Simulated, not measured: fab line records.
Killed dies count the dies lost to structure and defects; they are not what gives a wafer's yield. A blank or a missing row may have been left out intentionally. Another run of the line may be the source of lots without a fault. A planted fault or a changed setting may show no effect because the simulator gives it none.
fab line records	flow n5_finfet
[record] lots = 24	wafers = 72	last_day = 18
route steps=1938 shown BEOL_M1@754
lots that met no fault: taken from a fault-free run of the same line
start_h: hours from the record's opening day to when the first of the lot's shown wafers began	wait_h: hours from the lot's prior step to this one	" repeats the value in the row above	L1.1+2: several wafers, shown together as one row	- no value, or no start was given	* or withheld: withheld	< > ~ a bound
route shown NAME@n: NAME is a module with steps in the file, n the number in the route of the first one	usual: mean and standard deviation over wafers with no fault	same: alike in all rows	chamber/n: place in a boat	sites: each site's reading	_std_site: their standard deviation	_edge_site: outer sites' mean less inner sites'	radius_mm: for every site, how far away it sits from the centre of the wafer	mask NAME#n: copy n	behind: the tool/chamber that last shaped the wafer	hold: reason for holding the lot/hours on hold/outcome of the hold	device: whichever transistor did not switch (one of n, p or np)	end of line: the route-end tests of the same wafers	a step with no rows: only its recipe	killed: dies lost to structure and defects at the first sort, not the wafer's yield	map: dies across one wafer; x = killed, . = not, _ = none there
set.NAME: the setting that was run; set.NAME@STEP: the one run at that earlier step	model.NAME: the simulator's own value behind a step, which no gauge read
one table for each step of the route and one row for each wafer, over a sample of lots
services: a tool's chamber out of use, with start hour (start_h, from the record's first day; less than 0 if before it), hours out, and reason
[[steps]]
[step N5_BEOL_M1_HM_DEP_02]
[recipe] material = TiN	target_thk_a = 200	temp_c = 25	chamber_pressure_pa = 0.49996
[usual] throttle_valve_pct = 30.1/0.82
lot.wafer	tool	chamber	start_h	wait_h	throttle_valve_pct
L074.4	pvd_sputter-01	-	121.02	1.7	29.9
L074.5	"	-	"	"	30.5
L074.6	"	-	"	"	30.1
L075.3	pvd_sputter-02	-	125.57	0.8	29.6
L075.4	"	-	"	"	30.1
L075.5	"	-	"	"	30.1
L076.2	pvd_sputter-01	-	132.11	1.1	30.0
L076.3	"	-	"	"	30.9
L076.4	"	-	"	"	28.7
L077.3	pvd_sputter-01	-	141.42	1.4	28.9
L077.4	"	-	"	"	30.2
L077.5	"	-	"	"	30.2
L078.1	pvd_sputter-03	-	146.75	2.2	30.1
L078.2	"	-	"	"	30.9
L078.4	"	-	"	"	29.1
L079.1	pvd_sputter-03	-	153.00	1.7	31.8
L079.3	"	-	"	"	30.1
L079.4	"	-	"	"	29.1
L080.1	pvd_sputter-03	-	159.49	0.9	31.6
L080.2	"	-	"	"	30.2
L080.5	"	-	"	"	31.8
L081.2	pvd_sputter-03	-	163.01	1.6	29.3
L081.3	"	-	"	"	31.7
L081.6	"	-	"	"	29.4
L082.1	pvd_sputter-03	-	169.06	1.5	29.2
L082.4	"	-	"	"	29.3
L082.5	"	-	"	"	31.5
L083.3	pvd_sputter-02	-	174.52	3.6	30.6
L083.5	"	-	"	"	30.1
L083.6	"	-	"	"	29.7
L084.3	pvd_sputter-02	-	184.91	2.2	29.8
L084.4	"	-	"	"	29.7
L084.6	"	-	"	"	30.0
L085.1	pvd_sputter-02	-	187.05	0.3	30.1
L085.3	"	-	"	"	30.4
L085.5	"	-	"	"	30.3
L086.1	pvd_sputter-01	-	194.83	0.6	28.6
L086.2	"	-	"	"	30.9
L086.6	"	-	"	"	28.7
L087.1	pvd_sputter-02	-	208.76	0.5	30.0
L087.5	"	-	"	"	30.3
L087.6	"	-	"	"	29.6
L088.1	pvd_sputter-02	-	209.18	0.4	29.8
L088.2	"	-	"	"	30.6
L088.5	"	-	"	"	30.2
L090.1	pvd_sputter-02	-	217.80	1.2	30.2
L090.4	"	-	"	"	29.9
L090.5	"	-	"	"	29.7
L089.3	pvd_sputter-01	-	218.97	0.5	28.6
L089.5	"	-	"	"	30.0
L089.6	"	-	"	"	30.9
L091.2	pvd_sputter-02	-	227.83	1.2	29.9
L091.3	"	-	"	"	30.4
L091.5	"	-	"	"	29.6
L092.1	pvd_sputter-03	-	228.12	0.8	30.3
L092.4	"	-	"	"	31.8
L092.6	"	-	"	"	31.6
L093.1	pvd_sputter-02	-	234.36	1.2	30.2
L093.2	"	-	"	"	29.6
L093.6	"	-	"	"	29.8
L094.3	pvd_sputter-03	-	243.09	2.0	29.2
L094.4	"	-	"	"	30.9
L094.6	"	-	"	"	30.9
L095.1	pvd_sputter-03	-	249.99	0.8	31.6
L095.5	"	-	"	"	30.0
L095.6	"	-	"	"	31.0
L096.1	pvd_sputter-03	-	255.31	1.7	30.2
L096.2	"	-	"	"	30.8
L096.4	"	-	"	"	32.0
L097.3	pvd_sputter-03	-	262.57	2.0	29.7
L097.4	"	-	"	"	31.6
L097.6	"	-	"	"	30.2
[step N5_BEOL_M1_STRIP_66]
[recipe] chemistry = CF4	resist = SiARC	power_w = 300	bias_power_w = 75	pressure_mtorr = 50	cf4_flow_sccm = 150	rf_frequency_hz = 6e+07
[usual] drypump_motor_current_A = 5.8/0.54	oes_product_au = 0.75/0.074	rf_vpp_V = 271.3/1.5	showerhead_plenum_p_Torr = 1.80/0.063	throttle_valve_pct = 13.58/0.19
lot.wafer	tool	chamber	start_h	wait_h	drypump_motor_current_A	oes_product_au	rf_hours_counter_h	rf_vpp_V	showerhead_plenum_p_Torr	throttle_valve_pct
L074.4	rie_diel-04	0	121.95	0.0	5.3	0.76	134	273.1	1.85	13.56
L074.5	"	0	"	"	5.3	0.76	-	272.9	1.85	13.56
L074.6	"	3	"	"	5.9	0.71	-	268.9	1.73	13.84
L075.3	rie_diel-06	0	126.45	0.0	5.9	0.73	179	271.3	1.86	13.81
L075.4	"	3	"	"	5.2	0.73	155	270.7	1.72	13.52
L075.5	"	1	"	"	5.4	0.84	-	271.7	1.81	13.15
L076.2	rie_diel-06	1	132.83	0.0	5.4	0.84	44	273.6	1.81	13.13
L076.3	"	3	"	"	5.2	0.73	157	268.5	1.72	13.51
L076.4	"	2	"	"	6.2	0.90	19	271.9	1.75	13.51
L077.3	rie_diel-04	0	142.14	0.0	5.3	0.75	140	273.7	1.85	13.57
L077.4	"	1	"	"	6.3	0.73	-	271.2	1.88	13.48
L077.5	"	0	"	"	5.3	0.76	-	273.0	1.85	13.57
L078.1	rie_diel-02	3	147.61	0.0	6.5	0.72	180	272.9	1.79	13.63
L078.2	"	1	"	"	5.1	0.71	216	270.8	1.88	13.60
L078.4	"	1	"	"	5.1	0.70	-	271.7	1.88	13.59
L079.1	rie_diel-06	3	153.92	0.0	5.2	0.73	164	269.5	1.72	13.52
L079.3	"	2	"	"	6.1	0.89	26	270.2	1.75	13.51
L079.4	"	1	"	"	5.4	0.83	51	272.1	1.81	13.16
L080.1	rie_diel-02	1	160.21	0.0	5.1	0.70	220	272.3	1.88	13.60
L080.2	"	2	"	"	6.3	0.73	178	270.0	1.71	13.55
L080.5	"	1	"	"	5.1	0.69	-	272.3	1.88	13.59
L081.2	rie_diel-04	2	164.16	0.0	4.8	0.73	194	273.0	1.88	13.74
L081.3	"	1	"	"	6.3	0.72	192	271.0	1.88	13.52
L081.6	"	2	"	"	4.9	0.73	-	272.5	1.88	13.73
L082.1	rie_diel-06	0	169.78	0.0	5.9	0.71	194	271.5	1.85	13.82
L082.4	"	2	"	"	6.2	0.87	31	268.9	1.75	13.52
L082.5	"	1	"	"	5.4	0.82	-	270.1	1.81	13.17
L083.3	rie_diel-04	2	175.37	0.0	4.9	0.73	199	271.8	1.87	13.75
L083.5	"	3	"	"	5.9	0.69	-	269.6	1.73	13.86
L083.6	"	0	"	"	5.3	0.75	-	272.5	1.85	13.59
L084.3	rie_diel-06	2	185.75	0.0	6.2	0.87	34	269.1	1.75	13.52
L084.4	"	0	"	"	5.9	0.71	197	271.5	1.85	13.85
L084.6	"	2	"	"	6.1	0.87	-	270.3	1.74	13.53
L085.1	rie_diel-04	0	187.77	0.0	5.3	0.75	154	273.8	1.85	13.59
L085.3	"	2	"	"	4.9	0.72	201	272.0	1.87	13.75
L085.5	"	3	"	"	5.9	0.69	-	270.4	1.73	13.87
L086.1	rie_diel-02	2	195.55	0.0	6.3	0.71	189	268.7	1.70	13.57
L086.2	"	3	"	"	6.5	0.71	193	271.2	1.78	13.67
L086.6	"	2	"	"	6.3	0.72	-	269.3	1.70	13.56
L087.1	rie_diel-02	1	209.75	0.0	5.0	0.69	235	270.5	1.87	13.63
L087.5	"	3	"	"	6.4	0.70	-	271.8	1.78	13.68
L087.6	"	0	"	"	6.4	0.91	-	271.3	1.85	13.31
L088.1	rie_diel-02	1	209.97	0.0	5.0	0.68	235	272.5	1.87	13.63
L088.2	"	0	"	"	6.4	0.92	18	272.7	1.85	13.31
L088.5	"	3	"	"	6.5	0.71	-	271.2	1.78	13.69
L090.1	rie_diel-04	0	218.59	0.0	5.3	0.74	163	273.0	1.84	13.63
L090.4	"	2	"	"	4.9	0.72	211	273.2	1.87	13.76
L090.5	"	3	"	"	5.9	0.68	-	268.6	1.72	13.90
L089.3	rie_diel-06	0	219.74	0.0	5.9	0.71	207	271.4	1.85	13.86
L089.5	"	1	"	"	5.4	0.81	-	271.8	1.80	13.21
L089.6	"	2	"	"	6.1	0.85	-	270.5	1.74	13.56
L091.2	rie_diel-04	0	228.75	0.0	5.3	0.74	167	274.9	1.84	13.63
L091.3	"	3	"	"	5.9	0.68	247	269.4	1.72	13.91
L091.5	"	1	"	"	6.3	0.71	-	272.6	1.87	13.56
L092.1	rie_diel-02	1	228.96	0.0	5.1	0.68	239	272.3	1.87	13.65
L092.4	"	2	"	"	6.3	0.71	199	269.8	1.70	13.60
L092.6	"	0	"	"	6.4	0.91	-	271.3	1.85	13.32
L093.1	rie_diel-02	2	235.20	0.0	6.3	0.71	201	269.9	1.70	13.58
L093.2	"	1	"	"	5.1	0.68	242	271.7	1.87	13.65
L093.6	"	1	"	"	5.1	0.68	-	271.4	1.87	13.64
L094.3	rie_diel-04	2	244.04	0.0	4.9	0.71	220	271.8	1.87	13.80
L094.4	"	0	"	"	5.3	0.73	-	272.1	1.84	13.62
L094.6	"	1	"	"	6.2	0.71	-	274.6	1.87	13.56
L095.1	rie_diel-06	3	251.23	0.0	5.2	0.70	189	270.0	1.71	13.59
L095.5	"	2	"	"	6.2	0.84	-	269.8	1.74	13.57
L095.6	"	1	"	"	5.4	0.79	-	269.4	1.80	13.21
L096.1	rie_diel-02	3	256.21	0.0	6.4	0.70	213	271.9	1.78	13.70
L096.2	"	1	"	"	5.1	0.67	248	272.7	1.87	13.66
L096.4	"	2	"	"	6.3	0.71	209	269.2	1.70	13.61
L097.3	rie_diel-06	2	263.28	0.0	6.2	0.83	55	268.5	1.74	13.59
L097.4	"	3	"	"	5.2	0.70	193	270.2	1.71	13.60
L097.6	"	2	"	"	6.1	0.83	-	271.2	1.74	13.57
[step N5_BEOL_M1_CD_MEAS_18]
[recipe] pitch_nm = 36	target_cd_nm = 18
[usual] cd_nm = 17.9/0.41
lot.wafer	tool	chamber	start_h	wait_h	cd_nm
L074.4	cd_sem-03	-	122.27	0.1	17.7
L074.5	"	-	"	"	18.0
L074.6	"	-	"	"	16.9
L075.3	cd_sem-01	-	126.68	0.1	18.0
L075.4	"	-	"	"	17.2
L075.5	"	-	"	"	17.8
L076.2	cd_sem-02	-	133.20	0.1	17.6
L076.3	"	-	"	"	17.5
L076.4	"	-	"	"	17.3
L077.3	cd_sem-02	-	142.37	0.1	18.0
L077.4	"	-	"	"	17.8
L077.5	"	-	"	"	17.9
L078.1	cd_sem-01	-	147.83	0.0	17.3
L078.2	"	-	"	"	18.5
L078.4	"	-	"	"	18.7
L079.1	cd_sem-01	-	154.23	0.0	17.6
L079.3	"	-	"	"	19.0
L079.4	"	-	"	"	18.3
L080.1	cd_sem-02	-	160.43	0.0	18.2
L080.2	"	-	"	"	18.0
L080.5	"	-	"	"	18.3
L081.2	cd_sem-01	-	164.38	0.1	17.5
L081.3	"	-	"	"	18.1
L081.6	"	-	"	"	18.0
L082.1	cd_sem-01	-	170.01	0.0	17.7
L082.4	"	-	"	"	18.5
L082.5	"	-	"	"	17.6
L083.3	cd_sem-01	-	175.60	0.1	18.0
L083.5	"	-	"	"	17.5
L083.6	"	-	"	"	18.1
L084.3	cd_sem-02	-	185.98	0.1	17.4
L084.4	"	-	"	"	18.1
L084.6	"	-	"	"	17.5
L085.1	cd_sem-02	-	187.99	0.0	18.1
L085.3	"	-	"	"	17.9
L085.5	"	-	"	"	17.6
L086.1	cd_sem-03	-	195.77	0.0	17.8
L086.2	"	-	"	"	18.2
L086.6	"	-	"	"	18.3
L087.1	cd_sem-02	-	210.06	0.0	18.1
L087.5	"	-	"	"	16.9
L087.6	"	-	"	"	17.7
L088.1	cd_sem-02	-	210.19	0.0	18.1
L088.2	"	-	"	"	17.7
L088.5	"	-	"	"	17.5
L090.1	cd_sem-03	-	218.98	0.0	18.1
L090.4	"	-	"	"	18.0
L090.5	"	-	"	"	17.4
L089.3	cd_sem-01	-	220.06	0.1	17.6
L089.5	"	-	"	"	17.9
L089.6	"	-	"	"	17.6
L091.2	cd_sem-03	-	229.05	0.1	18.5
L091.3	"	-	"	"	17.4
L091.5	"	-	"	"	18.2
L092.1	cd_sem-01	-	229.18	0.0	18.0
L092.4	"	-	"	"	18.0
L092.6	"	-	"	"	18.0
L093.1	cd_sem-01	-	235.43	0.0	18.1
L093.2	"	-	"	"	18.6
L093.6	"	-	"	"	18.3
L094.3	cd_sem-03	-	244.26	0.1	17.8
L094.4	"	-	"	"	18.3
L094.6	"	-	"	"	17.7
L095.1	cd_sem-01	-	251.47	0.0	17.9
L095.5	"	-	"	"	17.8
L095.6	"	-	"	"	18.4
L096.1	cd_sem-03	-	256.43	0.0	17.8
L096.2	"	-	"	"	18.2
L096.4	"	-	"	"	17.9
L097.3	cd_sem-03	-	263.51	0.1	18.0
L097.4	"	-	"	"	18.0
L097.6	"	-	"	"	17.5
[step N5_BEOL_M1_ETCH_77]
[recipe] chemistry = N2/H2	target = underlayer	target_depth_a = 65	mask_material = CAR-EUV	time_s = 5.2	ion_energy_ev = 200	pressure_mtorr = 30	source_w = 840	bias_w = 150	n2_flow_sccm = 200	h2_flow_sccm = 200	ends = cleared
[usual] bias_w = 150.0/0.5	drypump_motor_current_A = 5.8/0.53	etch_rf_on_time_s = 5.20/0.19	h2_flow_sccm = 200.0/0.61	oes_product_au = 0.65/0.073	rf_vpp_V = 523.8/2.7	showerhead_plenum_p_Torr = 2.54/0.088	throttle_valve_pct = 17.79/0.29
lot.wafer	tool	chamber	start_h	wait_h	bias_w	drypump_motor_current_A	etch_rf_on_time_s	h2_flow_sccm	oes_product_au	rf_hours_counter_h	rf_vpp_V	showerhead_plenum_p_Torr	throttle_valve_pct
L074.4	rie_diel-04	3	123.33	0.0	150.3	5.9	5.44	200.3	0.59	216	519.4	2.40	17.79
L074.5	"	3	"	"	149.9	5.9	5.44	200.0	0.58	-	521.1	2.40	17.82
L074.6	"	2	"	"	150.7	4.9	5.12	198.8	0.63	-	526.9	2.63	17.72
L075.3	rie_diel-04	0	127.28	0.0	150.5	5.3	5.37	199.9	0.65	135	525.5	2.67	17.85
L075.4	"	2	"	"	150.3	4.9	5.18	199.8	0.63	189	527.0	2.63	17.74
L075.5	"	1	"	"	148.8	6.2	5.27	201.0	0.63	-	525.8	2.66	17.71
L076.2	rie_diel-06	0	133.67	0.0	150.5	5.9	5.17	200.1	0.62	181	526.6	2.66	18.14
L076.3	"	1	"	"	149.7	5.4	5.07	201.0	0.73	44	523.1	2.56	17.16
L076.4	"	2	"	"	149.1	6.2	5.00	199.9	0.78	19	521.1	2.48	17.78
L077.3	rie_diel-04	1	142.84	0.0	150.2	6.3	5.28	200.7	0.62	184	525.0	2.65	17.71
L077.4	"	1	"	"	150.4	6.2	5.25	200.2	0.61	-	526.7	2.65	17.72
L077.5	"	3	"	"	149.7	5.9	5.49	199.1	0.58	-	520.0	2.40	17.83
L078.1	rie_diel-02	3	148.31	0.0	150.6	6.5	5.67	199.5	0.59	180	523.6	2.55	17.91
L078.2	"	2	"	"	150.5	6.3	5.13	200.4	0.63	175	521.4	2.44	17.90
L078.4	"	1	"	"	150.2	5.1	5.18	199.1	0.60	-	524.6	2.62	17.60
L079.1	rie_diel-02	2	154.83	0.0	149.8	6.3	5.11	200.8	0.62	178	519.5	2.44	17.91
L079.3	"	1	"	"	148.9	5.1	5.20	199.3	0.61	219	525.9	2.61	17.60
L079.4	"	0	"	"	150.5	6.4	4.95	199.8	0.86	2	526.4	2.60	17.30
L080.1	rie_diel-06	2	161.31	0.0	150.6	6.2	5.01	199.7	0.77	28	523.1	2.48	17.83
L080.2	"	3	"	"	150.1	5.2	5.04	200.6	0.63	165	522.0	2.44	18.08
L080.5	"	1	"	"	150.5	5.4	5.18	199.0	0.71	-	525.3	2.56	17.16
L081.2	rie_diel-04	0	164.98	0.0	149.6	5.3	5.32	199.8	0.63	148	526.7	2.66	17.87
L081.3	"	2	"	"	150.1	4.9	5.07	200.4	0.64	195	529.1	2.62	17.70
L081.6	"	3	"	"	150.7	5.9	5.51	199.3	0.58	-	518.6	2.40	17.82
L082.1	rie_diel-06	1	170.61	0.0	149.6	5.4	5.16	198.8	0.70	58	522.6	2.56	17.20
L082.4	"	0	"	"	150.3	5.9	5.20	200.0	0.61	194	528.7	2.65	18.17
L082.5	"	0	"	"	149.9	5.9	5.11	200.2	0.61	-	527.2	2.65	18.14
L083.3	rie_diel-06	0	176.21	0.0	150.5	5.9	5.13	200.1	0.62	196	526.6	2.65	18.17
L083.5	"	3	"	"	150.3	5.2	5.03	200.4	0.62	-	519.8	2.44	18.09
L083.6	"	2	"	"	150.1	6.2	5.06	200.1	0.76	-	521.9	2.48	17.84
L084.3	rie_diel-02	0	186.69	0.0	150.5	6.4	4.85	200.1	0.84	11	528.0	2.59	17.30
L084.4	"	2	"	"	150.1	6.4	5.06	200.6	0.63	186	521.0	2.43	17.94
L084.6	"	2	"	"	149.8	6.4	5.13	200.0	0.62	-	517.2	2.43	17.93
L085.1	rie_diel-02	3	188.59	0.0	150.2	6.4	5.66	200.2	0.59	191	522.8	2.54	17.95
L085.3	"	1	"	"	150.1	5.1	5.17	199.9	0.60	229	526.8	2.61	17.66
L085.5	"	2	"	"	149.9	6.3	5.12	198.0	0.62	-	520.1	2.43	17.92
L086.1	rie_diel-06	3	196.37	0.0	149.6	5.2	5.06	198.9	0.63	175	521.0	2.44	18.06
L086.2	"	1	"	"	149.6	5.4	5.19	200.1	0.70	64	523.1	2.55	17.17
L086.6	"	3	"	"	149.9	5.2	5.08	200.3	0.63	-	520.8	2.44	18.09
L087.1	rie_diel-02	0	210.53	0.0	149.4	6.4	4.84	199.8	0.83	18	524.4	2.59	17.29
L087.5	"	0	"	"	149.8	6.4	4.85	198.4	0.83	-	526.4	2.59	17.33
L087.6	"	1	"	"	150.6	5.1	5.14	200.3	0.59	-	525.2	2.61	17.66
L088.1	rie_diel-06	0	210.67	0.0	149.8	5.9	5.17	200.4	0.60	204	526.7	2.65	18.16
L088.2	"	3	"	"	150.0	5.2	5.09	200.5	0.61	178	520.3	2.44	18.09
L088.5	"	0	"	"	149.8	5.9	5.19	199.5	0.61	-	525.4	2.65	18.17
L090.1	rie_diel-06	2	219.46	0.0	149.7	6.2	5.05	200.1	0.75	43	522.5	2.47	17.83
L090.4	"	0	"	"	149.6	5.9	5.19	200.5	0.60	207	525.1	2.64	18.19
L090.5	"	1	"	"	150.6	5.4	5.21	200.5	0.69	-	524.9	2.55	17.23
L089.3	rie_diel-06	2	220.83	0.0	149.4	6.2	5.09	200.7	0.75	43	522.3	2.47	17.83
L089.5	"	2	"	"	149.2	6.2	5.04	200.9	0.75	-	523.2	2.47	17.85
L089.6	"	3	"	"	150.4	5.2	5.12	199.6	0.61	-	519.4	2.44	18.09
L091.2	rie_diel-02	0	229.82	0.0	149.5	6.4	4.92	199.9	0.81	23	525.9	2.59	17.30
L091.3	"	2	"	"	149.3	6.3	5.08	200.2	0.62	200	522.5	2.43	17.96
L091.5	"	0	"	"	149.7	6.4	4.88	199.9	0.81	-	525.5	2.59	17.29
L092.1	rie_diel-04	3	229.88	0.0	149.3	5.9	5.53	200.1	0.56	248	520.4	2.39	17.87
L092.4	"	2	"	"	149.5	4.9	5.18	199.6	0.61	215	527.2	2.61	17.74
L092.6	"	3	"	"	149.7	5.9	5.55	200.8	0.57	-	520.2	2.39	17.84
L093.1	rie_diel-02	1	235.90	0.0	150.3	5.1	5.20	199.2	0.59	242	524.1	2.60	17.66
L093.2	"	3	"	"	149.4	6.5	5.68	199.9	0.57	206	523.2	2.54	17.96
L093.6	"	1	"	"	150.0	5.1	5.17	199.8	0.60	-	527.0	2.60	17.67
L094.3	rie_diel-02	3	244.86	0.0	150.1	6.5	5.62	198.9	0.57	208	522.6	2.53	17.96
L094.4	"	1	"	"	150.0	5.0	5.15	200.1	0.59	244	526.5	2.60	17.68
L094.6	"	2	"	"	150.8	6.3	5.09	199.7	0.61	-	519.2	2.42	17.97
L095.1	rie_diel-06	1	252.00	0.0	150.3	5.4	5.25	200.9	0.69	80	525.3	2.55	17.22
L095.5	"	2	"	"	150.3	6.2	5.11	199.7	0.74	-	521.9	2.47	17.84
L095.6	"	1	"	"	150.3	5.4	5.25	201.2	0.68	-	525.6	2.55	17.24
L096.1	rie_diel-06	0	256.90	0.0	150.1	5.9	5.24	200.1	0.61	218	524.4	2.64	18.18
L096.2	"	1	"	"	150.3	5.4	5.26	199.4	0.68	81	525.2	2.55	17.23
L096.4	"	3	"	"	150.0	5.2	5.15	200.2	0.60	191	520.7	2.43	18.10
L097.3	rie_diel-06	0	264.11	0.0	149.4	5.9	5.28	200.3	0.59	220	526.6	2.64	18.17
L097.4	"	1	"	"	149.4	5.4	5.24	199.7	0.68	84	525.5	2.55	17.24
L097.6	"	1	"	"	150.5	5.4	5.16	199.8	0.69	-	523.4	2.55	17.26
[step N5_BEOL_M1_DEGAS_44]
[recipe] ambient = vacuum	temp_c = 250	time_s = 60
[usual] heater_power_w = 368/37
lot.wafer	tool	chamber	start_h	wait_h	heater_power_w
L074.4	pvd_sputter-02	-	125.87	0.6	371
L074.5	"	-	"	"	362
L074.6	"	-	"	"	302
L075.3	pvd_sputter-01	-	128.96	0.4	420
L075.4	"	-	"	"	400
L075.5	"	-	"	"	427
L076.2	pvd_sputter-03	-	138.71	0.2	330
L076.3	"	-	"	"	380
L076.4	"	-	"	"	404
L077.3	pvd_sputter-01	-	147.41	0.3	410
L077.4	"	-	"	"	363
L077.5	"	-	"	"	354
L078.1	pvd_sputter-02	-	155.67	0.4	365
L078.2	"	-	"	"	407
L078.4	"	-	"	"	295
L079.1	pvd_sputter-01	-	156.49	0.7	409
L079.3	"	-	"	"	326
L079.4	"	-	"	"	357
L080.1	pvd_sputter-02	-	163.29	0.0	294
L080.2	"	-	"	"	408
L080.5	"	-	"	"	357
L081.2	pvd_sputter-01	-	166.74	0.5	362
L081.3	"	-	"	"	339
L081.6	"	-	"	"	426
L082.1	pvd_sputter-03	-	187.18	0.4	337
L082.4	"	-	"	"	397
L082.5	"	-	"	"	395
L084.3	pvd_sputter-03	-	190.11	0.3	328
L084.4	"	-	"	"	340
L084.6	"	-	"	"	331
L083.3	pvd_sputter-02	-	190.13	0.2	399
L083.5	"	-	"	"	371
L083.6	"	-	"	"	407
L085.1	pvd_sputter-01	-	193.55	0.5	422
L085.3	"	-	"	"	338
L085.5	"	-	"	"	408
L086.1	pvd_sputter-01	-	201.18	0.3	343
L086.2	"	-	"	"	401
L086.6	"	-	"	"	432
L087.1	pvd_sputter-01	-	212.78	0.7	360
L087.5	"	-	"	"	358
L087.6	"	-	"	"	403
L088.1	pvd_sputter-03	-	214.29	0.0	327
L088.2	"	-	"	"	401
L088.5	"	-	"	"	338
L090.1	pvd_sputter-01	-	221.78	0.0	413
L090.4	"	-	"	"	333
L090.5	"	-	"	"	419
L089.3	pvd_sputter-02	-	222.10	0.1	371
L089.5	"	-	"	"	413
L089.6	"	-	"	"	380
L091.2	pvd_sputter-02	-	235.28	0.6	365
L091.3	"	-	"	"	307
L091.5	"	-	"	"	308
L092.1	pvd_sputter-03	-	237.46	2.3	326
L092.4	"	-	"	"	370
L092.6	"	-	"	"	329
L093.1	pvd_sputter-03	-	240.48	0.2	328
L093.2	"	-	"	"	340
L093.6	"	-	"	"	339
L094.3	pvd_sputter-03	-	247.07	0.1	335
L094.4	"	-	"	"	331
L094.6	"	-	"	"	325
L095.1	pvd_sputter-02	-	264.85	0.1	355
L095.5	"	-	"	"	358
L095.6	"	-	"	"	304
L096.1	pvd_sputter-02	-	271.18	0.5	370
L096.2	"	-	"	"	358
L096.4	"	-	"	"	427
L097.3	pvd_sputter-02	-	273.60	2.0	406
L097.4	"	-	"	"	379
L097.6	"	-	"	"	295
[step N5_BEOL_M1_SPUTTER_81]
[recipe] material = Cu	target_thk_a = 45	temp_c = -20	chamber_pressure_pa = 0.07	power_w = withheld	time_s = 8.29
[usual] throttle_valve_pct = 29.9/0.85
lot.wafer	tool	chamber	start_h	wait_h	throttle_valve_pct
L074.4	pvd_sputter-01	-	127.12	0.1	29.6
L074.5	"	-	"	"	30.0
L074.6	"	-	"	"	28.9
L075.3	pvd_sputter-01	-	130.11	0.1	29.7
L075.4	"	-	"	"	28.4
L075.5	"	-	"	"	30.4
L076.2	pvd_sputter-01	-	140.02	0.1	30.1
L076.3	"	-	"	"	28.6
L076.4	"	-	"	"	28.3
L077.3	pvd_sputter-02	-	148.53	0.1	30.1
L077.4	"	-	"	"	30.0
L077.5	"	-	"	"	30.1
L078.1	pvd_sputter-02	-	156.77	0.1	30.1
L078.2	"	-	"	"	29.7
L078.4	"	-	"	"	29.8
L079.1	pvd_sputter-01	-	158.19	0.1	30.7
L079.3	"	-	"	"	28.7
L079.4	"	-	"	"	30.0
L080.1	pvd_sputter-03	-	164.74	0.1	29.1
L080.2	"	-	"	"	31.7
L080.5	"	-	"	"	31.6
L081.2	pvd_sputter-01	-	167.81	0.1	29.9
L081.3	"	-	"	"	28.7
L081.6	"	-	"	"	29.9
L082.1	pvd_sputter-03	-	188.23	0.1	29.9
L082.4	"	-	"	"	31.0
L082.5	"	-	"	"	30.3
L084.3	pvd_sputter-02	-	191.11	0.1	29.8
L084.4	"	-	"	"	30.0
L084.6	"	-	"	"	30.1
L083.3	pvd_sputter-01	-	191.85	0.1	28.7
L083.5	"	-	"	"	28.4
L083.6	"	-	"	"	28.9
L085.1	pvd_sputter-03	-	194.75	0.1	30.0
L085.3	"	-	"	"	31.2
L085.5	"	-	"	"	31.8
L086.1	pvd_sputter-01	-	204.04	0.1	29.8
L086.2	"	-	"	"	28.9
L086.6	"	-	"	"	28.8
L087.1	pvd_sputter-02	-	214.56	0.1	29.8
L087.5	"	-	"	"	29.9
L087.6	"	-	"	"	29.7
L088.1	pvd_sputter-03	-	215.66	0.1	31.5
L088.2	"	-	"	"	31.0
L088.5	"	-	"	"	30.9
L090.1	pvd_sputter-01	-	222.93	0.1	28.5
L090.4	"	-	"	"	30.5
L090.5	"	-	"	"	28.5
L089.3	pvd_sputter-02	-	224.49	0.1	30.0
L089.5	"	-	"	"	30.2
L089.6	"	-	"	"	29.9
L091.2	pvd_sputter-02	-	237.86	0.1	29.7
L091.3	"	-	"	"	29.9
L091.5	"	-	"	"	30.5
L092.1	pvd_sputter-03	-	238.68	0.1	29.2
L092.4	"	-	"	"	31.7
L092.6	"	-	"	"	28.9
L093.1	pvd_sputter-03	-	241.61	0.1	30.0
L093.2	"	-	"	"	31.0
L093.6	"	-	"	"	30.8
L094.3	pvd_sputter-02	-	248.21	0.1	30.2
L094.4	"	-	"	"	30.1
L094.6	"	-	"	"	30.1
L095.1	pvd_sputter-03	-	265.85	0.1	30.9
L095.5	"	-	"	"	31.8
L095.6	"	-	"	"	30.2
L096.1	pvd_sputter-01	-	272.43	0.1	30.3
L096.2	"	-	"	"	29.9
L096.4	"	-	"	"	29.0
L097.3	pvd_sputter-01	-	274.69	0.1	30.0
L097.4	"	-	"	"	30.7
L097.6	"	-	"	"	30.0
[[services]]
tool	chamber	start_h	hours	kind
rie_diel-04	2	105.53	3.5	repair
rie_diel-02	0	133.14	-	clean
rie_diel-02	0	133.14	-	consumable_replace:focus_ring
rie_diel-02	0	133.14	16.0	scheduled_down
rie_diel-02	0	133.14	16.0	vent_cycle
rie_diel-04	2	140.05	19.5	repair
pvd_sputter-03	-	155.67	1.6	repair
pvd_sputter-01	-	176.49	2.6	repair
rie_diel-04	3	180.80	1.6	repair
rie_diel-02	1	222.31	5.3	repair
pvd_sputter-01	-	234.69	2.1	repair
rie_diel-04	3	237.79	-	clean
rie_diel-04	3	237.79	-	consumable_replace:focus_ring
rie_diel-04	3	237.79	-	consumable_replace:showerhead
rie_diel-04	3	237.79	23.2	scheduled_down
rie_diel-04	3	237.79	23.2	vent_cycle
pvd_sputter-01	-	256.70	7.0	repair
rie_diel-02	1	267.30	-	clean
rie_diel-02	1	267.30	-	consumable_replace:esc
rie_diel-02	1	267.30	-	consumable_replace:focus_ring
rie_diel-02	1	267.30	22.7	scheduled_down
rie_diel-02	1	267.30	22.7	vent_cycle
[[key]]
fault none
